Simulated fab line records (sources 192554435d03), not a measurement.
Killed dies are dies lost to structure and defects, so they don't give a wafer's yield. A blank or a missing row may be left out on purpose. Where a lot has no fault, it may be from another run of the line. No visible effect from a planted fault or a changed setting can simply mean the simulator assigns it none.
Which of the tools did it? || flow n5-finfet || 10 lots, 30 wafers sampled, at 3 steps of a route of 1938

WHAT THE GAUGES READ, wafer by wafer
N5_BEOL_M6_INSPECT_30: inspects for defects (brightfield).
{"lot": "L747", "measured": "day 9 15:57", "on": "defect-inspect-01", "raw-defect-count": "446 316 433"}
{"lot": "L751", "measured": "day 10 09:56", "on": "defect-inspect-02", "raw-defect-count": "582 458 490"}
{"lot": "L750", "measured": "day 10 22:34", "on": "defect-inspect-01", "raw-defect-count": "402 439 370"}
{"lot": "L753", "measured": "day 11 21:20", "on": "defect-inspect-01", "raw-defect-count": "538 468 1452"}
{"lot": "L757", "measured": "day 13 04:17", "on": "defect-inspect-01", "raw-defect-count": "1525 409 471"}
{"lot": "L760", "measured": "day 13 04:27", "on": "defect-inspect-02", "raw-defect-count": "662 484 503"}
{"lot": "L763", "measured": "day 14 08:01", "on": "defect-inspect-01", "raw-defect-count": "364 311 373"}
{"lot": "L767", "measured": "day 14 19:15", "on": "defect-inspect-02", "raw-defect-count": "308 470 403"}
{"lot": "L768", "measured": "day 15 17:26", "on": "defect-inspect-01", "raw-defect-count": "471 371 452"}
{"lot": "L769", "measured": "day 15 21:41", "on": "defect-inspect-02", "raw-defect-count": "319 634 429"}

TOOL THAT RAN EACH LOT (tool first, then ch and the chambers of the sampled wafers, then the start)
{"lot": "L747", "N5_BEOL_M6_ETCH_62": "rie-diel-05 ch 0,2,3, day 9 13:10", "N5_BEOL_M6_STRIP_67": "rie-diel-05 ch 0,2,3, day 9 13:19"}
{"lot": "L751", "N5_BEOL_M6_ETCH_62": "rie-diel-02 ch 0,2, day 10 07:13", "N5_BEOL_M6_STRIP_67": "rie-diel-02 ch 0,2, day 10 07:21"}
{"lot": "L750", "N5_BEOL_M6_ETCH_62": "rie-diel-02 ch 0,1, day 10 18:24", "N5_BEOL_M6_STRIP_67": "rie-diel-02 ch 0,1, day 10 18:32"}
{"lot": "L753", "N5_BEOL_M6_ETCH_62": "rie-diel-02 ch 0,2,3, day 11 19:40", "N5_BEOL_M6_STRIP_67": "rie-diel-02 ch 0,2,3, day 11 19:49"}
{"lot": "L757", "N5_BEOL_M6_ETCH_62": "rie-diel-02 ch 2,3, day 12 23:42", "N5_BEOL_M6_STRIP_67": "rie-diel-02 ch 2,3, day 12 23:51"}
{"lot": "L760", "N5_BEOL_M6_ETCH_62": "rie-diel-04 ch 0,2, day 13 00:03", "N5_BEOL_M6_STRIP_67": "rie-diel-04 ch 0,2, day 13 00:11"}
{"lot": "L763", "N5_BEOL_M6_ETCH_62": "rie-diel-05 ch 1,2, day 14 06:45", "N5_BEOL_M6_STRIP_67": "rie-diel-05 ch 1,2, day 14 06:54"}
{"lot": "L767", "N5_BEOL_M6_ETCH_62": "rie-diel-05 ch 1,2,3, day 14 18:01", "N5_BEOL_M6_STRIP_67": "rie-diel-05 ch 1,2,3, day 14 18:10"}
{"lot": "L768", "N5_BEOL_M6_ETCH_62": "rie-diel-02 ch 1,2,3, day 15 15:27", "N5_BEOL_M6_STRIP_67": "rie-diel-02 ch 1,2,3, day 15 15:36"}
{"lot": "L769", "N5_BEOL_M6_ETCH_62": "rie-diel-02 ch 0,1,2, day 15 19:08", "N5_BEOL_M6_STRIP_67": "rie-diel-02 ch 0,1,2, day 15 19:17"}
- N5_BEOL_M6_ETCH_62: etches SOC in N2/H2, target depth 110 nm, overetch 22 nm, time 165 s.
- N5_BEOL_M6_STRIP_67: strips in CF4.

THE ANSWER, worked out from the rows above alone
Rule: the lots themselves supply what counts as usual. Put in order of their means at a reading, lots are off if they are a third of the lots or fewer, leave a main group of 4 or more, and stand apart from it by a gap of 3 or more times the standard deviation of the main group's means; of several such gaps the widest counts. If all means in a main group match to the digits the tables above print for the reading, that group is not used. A lot without any number at a reading at which 4 lots or more have one is off too. Where the step has rows for the other lots, those lots are counted as sound.
Off: L753, L757, at N5_BEOL_M6_INSPECT_30 (raw-defect-count). The main group has a mean of 437 with a standard deviation of 62.
A tool fits if, at a process step before that reading, it ran every lot that is off, and no sound lot after the first of them. Those tools and the gauges at N5_BEOL_M6_INSPECT_30 are tried in the same way. Of those tried, none fits.

WHAT WAS PUT IN BY THE SIMULATOR
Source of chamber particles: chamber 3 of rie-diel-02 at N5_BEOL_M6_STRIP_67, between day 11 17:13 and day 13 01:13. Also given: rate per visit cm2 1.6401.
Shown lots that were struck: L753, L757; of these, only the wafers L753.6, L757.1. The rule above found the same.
